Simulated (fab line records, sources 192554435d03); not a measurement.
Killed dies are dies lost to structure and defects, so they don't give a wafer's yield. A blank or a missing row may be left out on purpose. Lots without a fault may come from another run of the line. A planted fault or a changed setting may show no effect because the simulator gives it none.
fab line records | flow n5_finfet
record lots=5 wafers=14 last_day=17
route steps=1938 shown FIN_SAQP@123 BEOL_M4@1111 PASSIVATION@1936
lots that met no fault: from a run of the same line without faults
start_h: hours from the record's first day to the start of the lot's first wafer shown | wait_h: hours since the lot's step before | " the same as in the row above | L1.1+2: a row that stands for several wafers | - no value, or no start given | * or withheld: withheld | < > ~ a bound
route shown NAME@n: a module of which the file shows steps, and the number in the route of the first | usual: mean/standard deviation of fault-free wafers | same: alike in all rows | chamber/n: place in a boat | sites: the reading at each site | _std_site: their standard deviation | _edge_site: outer sites' mean less inner sites' | radius_mm: how far each site lies from the wafer's centre | mask NAME#n: copy n | behind: the tool/chamber that last shaped the wafer | hold: why the lot was held/for how many hours/how that ended | device: the transistor (n, p or np) that didn't switch | end of line: the same wafers' tests at the end of the route | a step without rows: its recipe alone | killed: dies lost to structure and defects at the first sort, not the wafer's yield | map: a wafer's dies, x killed, . not, _ none there
set.NAME: the setting as run; set.NAME@STEP: as run at that earlier step | model.NAME: the simulator's own value behind a step, which no gauge read
lots at some steps of the route; a table a step, a row a wafer
services: from which hour (start_h, from the record's first day; less than 0 if before it) a tool's chamber was out of use, for how many hours, and why
## steps
# step N5_FIN_SAQP_SRD_66
# recipe dry=ipa_marangoni time_s=30 temp_c=23 rinse_liquid=diw
# step N5_FIN_SAQP_RECESS_75
# recipe chemistry=HF/NH3 target=SiO2 target_depth_a=144 afs_cycles=3 temp_c=30 sublimation_temp_c=180 sublimation_time_s=60
# step N5_FIN_SAQP_SPACER1_ALD_24
# recipe material=SiO2 target_thk_a=203 temp_c=300 ald_precursor_family=BDEAS ald_co_reactant=O2-plasma pulse_time_s=1 purge_time_s=2 co_reactant_purge_time_s=2 ald_cycles=218 pressure_torr=2
# step N5_FIN_SAQP_SPACER1_ETCHBACK_25
# recipe chemistry=CHF3/O2 mode=anisotropic_etchback target=SiO2 target_depth_a=244 time_s=12.2 pressure_mtorr=30 source_w=650 bias_w=170 Ar_flow_sccm=200 CHF3_flow_sccm=50 O2_flow_sccm=5 ion_energy_ev=200
# step N5_FIN_SAQP_MANDREL1_REMOVE_56
# recipe chemistry=HBr/Cl2/O2 bt_time_s=10 target=a-Si stop_on=SiNx endpoint=OES-SiCl over_etch_frac=1 icp_w=600 bias_w=22 HBr_flow_sccm=150 Cl2_flow_sccm=80 O2_flow_sccm=5 pressure_mtorr=10
# step N5_FIN_SAQP_ETCH_57
# recipe chemistry=CH3F/O2 target=SiNx mask_material=SiO2 target_depth_a=325 time_s=46.4 pressure_mtorr=30 source_w=395 bias_w=73 Ar_flow_sccm=150 CH3F_flow_sccm=30 O2_flow_sccm=20 ion_energy_ev=120 ends=cleared
# step N5_FIN_SAQP_ETCH_65
# recipe chemistry=CF4 target=SiO2 target_depth_a=40 ion_energy_ev=350 time_s=4.4 pressure_mtorr=10 icp_w=800 bias_w=400 cf4_flow_sccm=80
# step N5_FIN_SAQP_MANDREL_ETCH_58
# recipe chemistry=HBr/Cl2 target=a-Si target_depth_a=450 bt_time_s=10 stop_on=SiNx mask_material=SiO2 over_etch_frac=0.8 time_s=27 pressure_mtorr=10 icp_w=800 bias_w=75 HBr_flow_sccm=150 Cl2_flow_sccm=80 ends=end_point
# step N5_FIN_SAQP_RECESS_63
# recipe chemistry=HF/NH3 target=SiO2 target_depth_a=180 afs_cycles=3 temp_c=30 sublimation_temp_c=180 sublimation_time_s=60
# step N5_FIN_SAQP_COAT_68
# recipe resist=SOC temp_c=250 time_s=60 spin_rpm=1500 resist_thk_nm=100
# step N5_FIN_SAQP_ETCH_69
# recipe chemistry=N2/H2 target=SOC target_depth_a=1500 stop_on=SiNx ion_energy_ev=100 bias_w=61 pressure_mtorr=30 source_w=850 n2_flow_sccm=200 h2_flow_sccm=200
# step N5_FIN_SAQP_ETCH_67
# recipe chemistry=CH3F/O2 target=SiNx target_depth_a=300 mask_material=SOC pressure_mtorr=30 source_w=395 bias_w=73 Ar_flow_sccm=150 CH3F_flow_sccm=30 O2_flow_sccm=20 ion_energy_ev=120
# usual CH3F_flow_sccm=30.00/0.091 O2_flow_sccm=20.00/0.058 bias_w=72.99/0.23 drypump_motor_current_A=5.7/0.4 mfc_ar_sccm=150.1/0.46 oes_product_au=0.83/0.098 rf_vpp_V=297/7.3 showerhead_plenum_p_Torr=2.02/0.078 throttle_valve_pct=16.3/0.31
# columns lot.wafer tool chamber start_h wait_h CH3F_flow_sccm O2_flow_sccm bias_w drypump_motor_current_A mfc_ar_sccm oes_product_au rf_hours_counter_h rf_vpp_V showerhead_plenum_p_Torr throttle_valve_pct model.SOC_of_FIN_SAQP_COAT_68.thk_nm
L936.4 rie_diel-03 3 73.05 0.0 30.07 19.98 73.02 5.7 149.3 0.94 - 313 2.05 16.0 0
L936.6 " 0 " " 29.95 19.99 73.10 6.1 149.8 0.86 - 293 2.04 16.6 0
L948.1 rie_diel-06 1 144.67 0.0 - - - - - - - - - - 3.2
L948.4 " 2 " " - - - - - - - - - - 2.4
L948.6 " 0 " " - - - - - - - - - - 6.6
L949.1 rie_diel-03 1 150.58 0.0 - - - - - - - - - - 0
L949.2 " 3 " " - - - - - - - - - - 2.2
L949.3 " 0 " " - - - - - - - - - - 5.6
L950.1 rie_diel-06 2 156.79 0.0 - - - - - - - - - - 0.6
L950.4 " 0 " " - - - - - - - - - - 5.2
L950.5 " 2 " " - - - - - - - - - - 1.8
L951.2 rie_diel-02 0 163.70 0.0 30.04 20.04 72.93 6.4 150.0 0.94 19 295 1.97 16.5 0
L951.5 " 2 " " 30.13 19.96 73.15 5.6 149.9 0.67 - 300 1.97 16.5 0
L951.6 " 1 " " 29.93 20.01 73.29 5.7 149.9 0.68 - 303 2.05 16.4 0
# step N5_FIN_SAQP_STRIP_70
# recipe chemistry=N2/H2 power_w=500 temp_c=40 pressure_mtorr=50 rf_frequency_hz=6e+07 overash_fraction=0.3 bias_power_w=28 h2_frac=0.5 n2_flow_sccm=300 h2_flow_sccm=300
# step N5_FIN_SAQP_RECESS_71
# recipe chemistry=HF/NH3 target=SiO2 target_depth_a=30 afs_cycles=1 temp_c=30 sublimation_temp_c=180 sublimation_time_s=60
# step N5_FIN_SAQP_SPACER2_ALD_28
# recipe material=SiO2 target_thk_a=81 temp_c=300 ald_precursor_family=BDEAS ald_co_reactant=O2-plasma pulse_time_s=1 purge_time_s=2 co_reactant_purge_time_s=2 pressure_torr=2
# step N5_FIN_SAQP_SPACER2_ETCHBACK_29
# recipe chemistry=CHF3/O2 mode=anisotropic_etchback target=SiO2 target_depth_a=122 time_s=6.1 pressure_mtorr=30 source_w=650 bias_w=170 Ar_flow_sccm=200 CHF3_flow_sccm=50 O2_flow_sccm=5 ion_energy_ev=200
# step N5_FIN_SAQP_MANDREL2_REMOVE_60
# recipe chemistry=HBr/Cl2/O2 bt_time_s=10 target=a-Si stop_on=SiNx endpoint=OES-SiCl over_etch_frac=1 icp_w=600 bias_w=22 HBr_flow_sccm=150 Cl2_flow_sccm=80 O2_flow_sccm=5 pressure_mtorr=10
# step N5_FIN_SAQP_HM_OPEN_33
# recipe chemistry=CH3F/O2 target=SiNx mask_material=SiO2 target_depth_a=494 time_s=70.6 pressure_mtorr=30 source_w=395 bias_w=73 Ar_flow_sccm=150 CH3F_flow_sccm=30 O2_flow_sccm=20 ion_energy_ev=120 ends=cleared
# usual CH3F_flow_sccm=30.00/0.099 bias_w=72.99/0.21 drypump_motor_current_A=5.7/0.43 etch_rf_on_time_s=68.8/1.6 mfc_ar_sccm=150.0/0.45 oes_product_au=0.70/0.087 rf_vpp_V=297/6.9 showerhead_plenum_p_Torr=2.02/0.073 throttle_valve_pct=16.29/0.28
# columns lot.wafer tool chamber start_h wait_h CH3F_flow_sccm bias_w drypump_motor_current_A etch_rf_on_time_s mfc_ar_sccm oes_product_au rf_hours_counter_h rf_vpp_V showerhead_plenum_p_Torr throttle_valve_pct model.etch.depth_nm
L936.4 rie_diel-06 3 73.89 0.1 29.92 72.77 5.8 67.2 149.4 0.76 - 298 2.12 16.09 38.71
L936.6 " 1 " " 30.00 72.76 6.1 69.4 150.3 0.71 - 296 1.94 16.24 37.97
L948.1 rie_diel-02 3 145.54 0.1 30.03 73.13 4.9 82.4 149.6 0.71 72 294 2.04 15.99 44.86
L948.4 " 2 " " 30.03 72.65 5.5 84.1 150.4 0.59 235 299 1.97 16.47 45.31
L948.6 " 0 " " 29.86 73.09 6.4 82.4 150.5 0.82 - 296 1.97 16.48 45.57
L949.1 rie_diel-02 3 151.40 0.0 29.95 72.86 4.9 79.9 150.8 0.72 74 293 2.04 16.00 43.52
L949.2 " 0 " " 29.87 73.13 6.4 79.7 149.5 0.81 14 296 1.97 16.50 43.93
L949.3 " 2 " " 29.99 73.07 5.6 81.8 149.9 0.58 237 300 1.97 16.48 44.24
L950.1 rie_diel-03 2 157.77 0.0 30.16 72.99 5.5 82.1 149.5 0.78 30 289 2.12 16.37 44.16
L950.4 " 1 " " 30.04 73.25 5.6 81.8 150.3 0.80 12 291 2.12 16.08 45.19
L950.5 " 1 " " 30.01 72.81 5.6 82.7 150.3 0.80 - 289 2.12 16.07 45.34
L951.2 rie_diel-02 1 164.60 0.1 30.05 73.05 5.7 69.5 149.7 0.58 252 304 2.05 16.38 37.48
L951.5 " 0 " " 29.99 73.12 6.4 67.1 150.3 0.81 - 295 1.97 16.50 37.06
L951.6 " 1 " " 29.98 73.27 5.7 69.4 149.3 0.59 - 302 2.05 16.38 37.59
# step N5_FIN_SAQP_ETCH_34
# recipe chemistry=C4F6/O2 target=SiO2 target_depth_a=450 time_s=15 ion_energy_ev=250 pressure_mtorr=30 source_w=345 bias_w=185 Ar_flow_sccm=300 C4F6_flow_sccm=10 O2_flow_sccm=10 ends=cleared
# step N5_BEOL_M4_RC_MEAS_101
# usual DIBL_N=36.3/1.6 DIBL_P=36.2/2 IOFF_N=0.160/0.028 IOFF_P=0.21/0.036 ION_N=677/11 ION_P=465/6.9 SS_N=71.5/0.55 SS_P=73.3/0.64 VT_N=250/3 VT_P=-250/3.5
# columns lot.wafer tool chamber start_h wait_h DIBL_N[mV/V] DIBL_P[mV/V] IOFF_N[nA/um] IOFF_P[nA/um] ION_N[uA/um] ION_P[uA/um] SS_N[mV/dec] SS_P[mV/dec] VT_N[mV] VT_P[mV]
L936.4 prober-01 0 223.33 0.5 34.3 33.7 0.126 0.21 648 454 70.7 73.1 254 -246
L936.6 " 0 " " 36.0 35.9 0.153 0.24 677 475 71.0 73.1 249 -244
L951.2 prober-02 0 309.64 0.2 35.1 34.3 0.134 0.17 679 462 70.7 73.3 251 -255
L951.5 " 0 " " 35.7 35.7 0.144 0.18 665 452 71.8 73.6 251 -252
L951.6 " 0 " " 35.9 36.2 0.152 0.18 683 460 71.4 73.5 249 -254
# step N5_PASSIVATION_PROBE_49
# usual defect_limited_yield=91.2/1.5 killed_at_M0_to_M3=36/10 killed_at_M4_up=13/6 killed_at_contacts=11/5.2 killed_at_front_end=40/11 killed_at_other=3.1/2.9 killed_dies=104/17 killed_on_rim=14/3.6 killed_open=66/12 killed_short=34/7.7 sort_bin_5_function=5.1/0.91 sort_bin_6_memory=3.2/0.67 sort_bin_8_speed=0.00/0.0074 sort_n_pass=1076/17 sort_yield_pct=91.2/1.5
# same gross_dies=1180 killed_at_back_side=0 sort_bin_4_leakage[%]=0
# columns lot.wafer tool chamber start_h wait_h defect_limited_yield[%] killed_at_M0_to_M3 killed_at_M4_up killed_at_contacts killed_at_front_end killed_at_other killed_dies killed_on_rim killed_open killed_short sort_bin_5_function[%] sort_bin_6_memory[%] sort_bin_8_speed[%] sort_n_pass sort_yield_pct[%]
L936.4 prober-02 - 327.35 0.3 92.8 41 10 7 27 0 85 14 63 19 4.7 2.4 0.08 1094 92.7
L936.6 prober-02 - 327.45 0.4 92.2 40 10 8 33 1 92 12 53 37 4.5 3.0 0 1088 92.2
L949.1 prober-02 - 403.02 0.0 0 22 7 5 1143 3 1180 152 57 32 96.9 2.6 0 0 0
L949.2 prober-02 - 403.07 0.1 0 19 15 2 1139 5 1180 152 62 33 97.0 2.9 0 0 0
L949.3 prober-02 - 403.12 0.1 0 41 34 8 1096 1 1180 152 82 32 96.3 3.6 0 0 0
L948.1 prober-01 - 403.87 0.0 0 36 13 15 1113 3 1180 152 72 34 96.4 3.2 0 0 0
L948.4 prober-01 - 404.02 0.2 0 45 17 13 1101 4 1180 152 67 41 95.7 3.9 0 0 0
L948.6 prober-01 - 404.12 0.3 0 37 6 14 1117 6 1180 152 81 38 96.7 2.9 0 0 0
L950.1 prober-02 - 417.28 0.0 0 29 10 9 1132 0 1180 152 63 25 97.3 2.4 0 0 0
L950.4 prober-02 - 417.43 0.2 0 27 15 6 1132 0 1180 152 58 22 96.9 2.9 0 0 0
L950.5 prober-02 - 417.48 0.2 0 38 6 2 1132 2 1180 152 50 28 97.2 2.3 0 0 0
L951.2 prober-01 - 417.85 0.1 91.7 26 16 8 38 10 98 13 55 36 4.3 3.1 0 1082 91.7
L951.5 prober-01 - 418.00 0.2 92.3 27 23 11 27 3 91 17 64 23 4.5 2.9 0 1089 92.3
L951.6 prober-01 - 418.05 0.3 92.8 26 17 8 31 3 85 11 50 30 4.1 2.9 0 1095 92.8
# killed by level:class
L936.4 BEOL_M0_SAQP:geometric_particle:open=15 STI_FIN_REVEAL:geometric_particle:open=13 BEOL_M1:geometric_particle:open=6 MOL_CONTACT_COAG:geometric_particle:open=5 BEOL_M0_SAQP:geometric_particle:short=5 BEOL_M4:geometric_particle:open=5 BEOL_M2:geometric_particle:open=4 BEOL_M3:geometric_particle:open=4
L936.6 BEOL_M0_SAQP:geometric_particle:short=12 MOL_CONTACT_COAG:geometric_particle:open=8 STI_FIN_REVEAL:geometric_particle:open=7 BEOL_M0_SAQP:geometric_particle:open=7 FIN_SAQP:geometric_particle:open=5 BEOL_M1:geometric_particle:open=5 BEOL_M2:geometric_particle:short=5 STI_FIN_REVEAL:geometric_particle:short=4
L949.1 FIN_SAQP:area_etch=1091 FIN_SAQP:geometric_particle:open=17 FIN_SAQP:geometric_particle:short=10 STI_FIN_REVEAL:geometric_particle:open=7 BEOL_M3:geometric_particle:open=6 BEOL_M2:geometric_particle:open=5 MOL_CONTACT_COAG:geometric_particle:open=4 BEOL_M0_SAQP:geometric_particle:short=4
L949.2 FIN_SAQP:area_etch=1085 FIN_SAQP:geometric_particle:open=13 FIN_SAQP:geometric_particle:short=11 BEOL_M4:geometric_particle:open=9 GATE_CUT:geometric_particle:short=8 BEOL_M1:geometric_particle:open=5 BEOL_M2:geometric_particle:open=5 BEOL_M4:geometric_particle:short=5
L949.3 FIN_SAQP:area_etch=1066 BEOL_M4:geometric_particle:open=17 BEOL_M3:geometric_particle:open=10 FIN_SAQP:geometric_particle:open=9 BEOL_M0_SAQP:geometric_particle:short=9 BEOL_M0_SAQP:geometric_particle:open=8 BEOL_M2:geometric_particle:open=6 MOL_CONTACT_COAG:geometric_particle:open=6
L948.1 FIN_SAQP:area_etch=1072 FIN_SAQP:geometric_particle:open=15 MOL_CONTACT_COAG:geometric_particle:open=14 BEOL_M2:geometric_particle:open=11 FIN_SAQP:geometric_particle:short=9 BEOL_M4:geometric_particle:open=7 BEOL_M0_SAQP:geometric_particle:short=5 BEOL_M1:geometric_particle:open=4
L948.4 FIN_SAQP:area_etch=1068 BEOL_M2:geometric_particle:open=13 BEOL_M0_SAQP:geometric_particle:short=12 MOL_CONTACT_COAG:geometric_particle:open=11 FIN_SAQP:geometric_particle:open=9 FIN_SAQP:geometric_particle:short=6 BEOL_M3:geometric_particle:open=6 BEOL_M4:geometric_particle:open=5
L948.6 FIN_SAQP:area_etch=1058 FIN_SAQP:geometric_particle:short=16 FIN_SAQP:geometric_particle:open=12 MOL_CONTACT_COAG:geometric_particle:open=10 STI_FIN_REVEAL:geometric_particle:open=8 BEOL_M0:geometric_particle:open=8 BEOL_M1:geometric_particle:open=8 BEOL_M3:geometric_particle:open=7
L950.1 FIN_SAQP:area_etch=1092 BEOL_M3:geometric_particle:open=12 MOL_CONTACT_COAG:geometric_particle:open=9 STI_FIN_REVEAL:geometric_particle:open=8 FIN_SAQP:geometric_particle:short=7 FIN_SAQP:geometric_particle:open=6 BEOL_M0_SAQP:geometric_particle:open=5 BEOL_M1:geometric_particle:open=5
L950.4 FIN_SAQP:area_etch=1100 BEOL_M3:geometric_particle:open=14 BEOL_M0_SAQP:geometric_particle:short=8 FIN_SAQP:geometric_particle:open=7 STI_FIN_REVEAL:geometric_particle:open=7 FIN_SAQP:geometric_particle:short=6 BEOL_M4:geometric_particle:open=6 MOL_CONTACT_COAG:geometric_particle:open=5
L950.5 FIN_SAQP:area_etch=1102 BEOL_M2:geometric_particle:open=11 BEOL_M3:geometric_particle:open=7 BEOL_M0_SAQP:geometric_particle:open=6 BEOL_M0_SAQP:geometric_particle:short=6 FIN_SAQP:geometric_particle:open=4 FIN_SAQP:geometric_particle:short=4 STI_FIN_REVEAL:geometric_particle:open=3
L951.2 FIN_SAQP:geometric_particle:open=7 FIN_SAQP:geometric_particle:short=7 STI_FIN_REVEAL:geometric_particle:open=6 BEOL_M4:geometric_particle:open=6 BEOL_M1:geometric_particle:open=6 MOL_CONTACT_COAG:geometric_particle:open=5 BEOL_M0_SAQP:geometric_particle:open=5 GATE_CUT:geometric_particle:short=4
L951.5 MOL_CONTACT_COAG:geometric_particle:open=11 BEOL_M4:geometric_particle:open=8 FIN_SAQP:geometric_particle:open=7 BEOL_M1:geometric_particle:open=7 BEOL_M2:geometric_particle:open=5 FIN_SAQP:geometric_particle:short=4 BEOL_M0_SAQP:geometric_particle:open=4 BEOL_M1:geometric_particle:short=4
L951.6 FIN_SAQP:geometric_particle:open=11 BEOL_M4:geometric_particle:open=11 BEOL_M0_SAQP:geometric_particle:open=7 BEOL_M0_SAQP:geometric_particle:short=7 FIN_SAQP:geometric_particle:short=6 BEOL_M1:geometric_particle:short=5 STI_FIN_REVEAL:geometric_particle:open=3 MOL_CONTACT_COAG:geometric_particle:short=3
# map L948.1 (x killed, . not)
_________________xxxxxxxxxxxx________________
______________xxxxxxxxxxxxxxxxxx_____________
___________xxxxxxxxxxxxxxxxxxxxxxxx__________
__________xxxxxxxxxxxxxxxxxxxxxxxxxx_________
________xxxxxxxxxxxxxxxxxxxxxxxxxxxxxx_______
_______xxxxxxxxxxxxxxxxxxxxxxxxxxxxxxxx______
______xxxxxxxxxxxxxxxxxxxxxxxxxxxxxxxxxx_____
_____xxxxxxxxxxxxxxxxxxxxxxxxxxxxxxxxxxxx____
____xxxxxxxxxxxxxxxxxxxxxxxxxxxxxxxxxxxxxx___
___xxxxxxxxxxxxxxxxxxxxxxxxxxxxxxxxxxxxxxxx__
___xxxxxxxxxxxxxxxxxxxxxxxxxxxxxxxxxxxxxxxx__
__xxxxxxxxxxxxxxxxxxxxxxxxxxxxxxxxxxxxxxxxxx_
__xxxxxxxxxxxxxxxxxxxxxxxxxxxxxxxxxxxxxxxxxx_
_xxxxxxxxxxxxxxxxxxxxxxxxxxxxxxxxxxxxxxxxxxxx
_xxxxxxxxxxxxxxxxxxxxxxxxxxxxxxxxxxxxxxxxxxxx
_xxxxxxxxxxxxxxxxxxxxxxxxxxxxxxxxxxxxxxxxxxxx
_xxxxxxxxxxxxxxxxxxxxxxxxxxxxxxxxxxxxxxxxxxxx
_xxxxxxxxxxxxxxxxxxxxxxxxxxxxxxxxxxxxxxxxxxxx
_xxxxxxxxxxxxxxxxxxxxxxxxxxxxxxxxxxxxxxxxxxxx
_xxxxxxxxxxxxxxxxxxxxxxxxxxxxxxxxxxxxxxxxxxxx
_xxxxxxxxxxxxxxxxxxxxxxxxxxxxxxxxxxxxxxxxxxxx
__xxxxxxxxxxxxxxxxxxxxxxxxxxxxxxxxxxxxxxxxxx_
__xxxxxxxxxxxxxxxxxxxxxxxxxxxxxxxxxxxxxxxxxx_
___xxxxxxxxxxxxxxxxxxxxxxxxxxxxxxxxxxxxxxxx__
___xxxxxxxxxxxxxxxxxxxxxxxxxxxxxxxxxxxxxxxx__
____xxxxxxxxxxxxxxxxxxxxxxxxxxxxxxxxxxxxxx___
_____xxxxxxxxxxxxxxxxxxxxxxxxxxxxxxxxxxxx____
______xxxxxxxxxxxxxxxxxxxxxxxxxxxxxxxxxx_____
_______xxxxxxxxxxxxxxxxxxxxxxxxxxxxxxxx______
________xxxxxxxxxxxxxxxxxxxxxxxxxxxxxx_______
__________xxxxxxxxxxxxxxxxxxxxxxxxxx_________
___________xxxxxxxxxxxxxxxxxxxxxxxx__________
______________xxxxxxxxxxxxxxxxxx_____________
_________________xxxxxxxxxxxx________________
# map L949.1 (x killed, . not)
_________________xxxxxxxxxxxx________________
______________xxxxxxxxxxxxxxxxxx_____________
___________xxxxxxxxxxxxxxxxxxxxxxxx__________
__________xxxxxxxxxxxxxxxxxxxxxxxxxx_________
________xxxxxxxxxxxxxxxxxxxxxxxxxxxxxx_______
_______xxxxxxxxxxxxxxxxxxxxxxxxxxxxxxxx______
______xxxxxxxxxxxxxxxxxxxxxxxxxxxxxxxxxx_____
_____xxxxxxxxxxxxxxxxxxxxxxxxxxxxxxxxxxxx____
____xxxxxxxxxxxxxxxxxxxxxxxxxxxxxxxxxxxxxx___
___xxxxxxxxxxxxxxxxxxxxxxxxxxxxxxxxxxxxxxxx__
___xxxxxxxxxxxxxxxxxxxxxxxxxxxxxxxxxxxxxxxx__
__xxxxxxxxxxxxxxxxxxxxxxxxxxxxxxxxxxxxxxxxxx_
__xxxxxxxxxxxxxxxxxxxxxxxxxxxxxxxxxxxxxxxxxx_
_xxxxxxxxxxxxxxxxxxxxxxxxxxxxxxxxxxxxxxxxxxxx
_xxxxxxxxxxxxxxxxxxxxxxxxxxxxxxxxxxxxxxxxxxxx
_xxxxxxxxxxxxxxxxxxxxxxxxxxxxxxxxxxxxxxxxxxxx
_xxxxxxxxxxxxxxxxxxxxxxxxxxxxxxxxxxxxxxxxxxxx
_xxxxxxxxxxxxxxxxxxxxxxxxxxxxxxxxxxxxxxxxxxxx
_xxxxxxxxxxxxxxxxxxxxxxxxxxxxxxxxxxxxxxxxxxxx
_xxxxxxxxxxxxxxxxxxxxxxxxxxxxxxxxxxxxxxxxxxxx
_xxxxxxxxxxxxxxxxxxxxxxxxxxxxxxxxxxxxxxxxxxxx
__xxxxxxxxxxxxxxxxxxxxxxxxxxxxxxxxxxxxxxxxxx_
__xxxxxxxxxxxxxxxxxxxxxxxxxxxxxxxxxxxxxxxxxx_
___xxxxxxxxxxxxxxxxxxxxxxxxxxxxxxxxxxxxxxxx__
___xxxxxxxxxxxxxxxxxxxxxxxxxxxxxxxxxxxxxxxx__
____xxxxxxxxxxxxxxxxxxxxxxxxxxxxxxxxxxxxxx___
_____xxxxxxxxxxxxxxxxxxxxxxxxxxxxxxxxxxxx____
______xxxxxxxxxxxxxxxxxxxxxxxxxxxxxxxxxx_____
_______xxxxxxxxxxxxxxxxxxxxxxxxxxxxxxxx______
________xxxxxxxxxxxxxxxxxxxxxxxxxxxxxx_______
__________xxxxxxxxxxxxxxxxxxxxxxxxxx_________
___________xxxxxxxxxxxxxxxxxxxxxxxx__________
______________xxxxxxxxxxxxxxxxxx_____________
_________________xxxxxxxxxxxx________________
## services
# columns tool chamber start_h hours kind
rie_diel-03 2 51.54 - clean
rie_diel-03 2 51.54 - consumable_replace:focus_ring
rie_diel-03 2 51.54 - consumable_replace:showerhead
rie_diel-03 2 51.54 30.8 scheduled_down
rie_diel-03 2 51.54 30.8 vent_cycle
rie_diel-06 2 52.54 19.3 repair
rie_diel-03 - 65.45 0.9 repair
rie_diel-06 2 72.52 - clean
rie_diel-06 2 72.52 - consumable_replace:focus_ring
rie_diel-06 2 72.52 13.8 scheduled_down
rie_diel-06 2 72.52 13.8 vent_cycle
rie_diel-02 0 77.36 - clean
rie_diel-02 0 77.36 - consumable_replace:focus_ring
rie_diel-02 0 77.36 29.5 scheduled_down
rie_diel-02 0 77.36 29.5 vent_cycle
rie_diel-02 - 84.41 2.8 pm
rie_diel-06 1 86.68 6.4 repair
rie_diel-06 3 86.70 63.1 repair
rie_diel-06 2 88.79 6.8 repair
rie_diel-06 - 92.52 4.2 repair
rie_diel-03 1 96.15 - clean
rie_diel-03 1 96.15 - consumable_replace:focus_ring
rie_diel-03 1 96.15 - consumable_replace:showerhead
rie_diel-03 1 96.15 24.7 scheduled_down
## key
first_sign step=N5_FIN_SAQP_ETCH_67 reading=tool_record direction=missing
effect step=N5_FIN_SAQP_HM_OPEN_33 reading=etch_rf_on_time_s direction=up sigmas=8.4 usual=* struck=*
effect step=N5_PASSIVATION_PROBE_49 reading=sort_bin_5_function direction=up sigmas=99+ usual=5.1 struck=96.7
model_effect step=N5_FIN_SAQP_ETCH_67 value=SOC_of_FIN_SAQP_COAT_68.thk_nm without=0 struck=3.45
model_effect step=N5_FIN_SAQP_HM_OPEN_33 value=etch.depth_nm without=37.2 struck=44.68
more_kills_born_at N5_FIN_SAQP_ETCH_67@rie_diel-06=6492 N5_FIN_SAQP_ETCH_67@rie_diel-03=3242
met_at N5_FIN_SAQP_ETCH_67
struck_wafers L948.1,L948.4,L948.6,L949.1,L949.2,L949.3,L950.1,L950.4,L950.5
later_rows_left_out L948.1,L948.4,L948.6,L949.1,L949.2,L949.3,L950.1,L950.4,L950.5
onset_between 73.05 144.67
fault kind=skipped_step_whole tool=rie_diel-03,rie_diel-06 chamber=- onset_h=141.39 steps=N5_FIN_SAQP_ETCH_67 scope=struck_lots_only
# later_rows_left_out: the simulator's readings of these wafers behind a module that went badly wrong aren't trusted and aren't shown, but for the sort
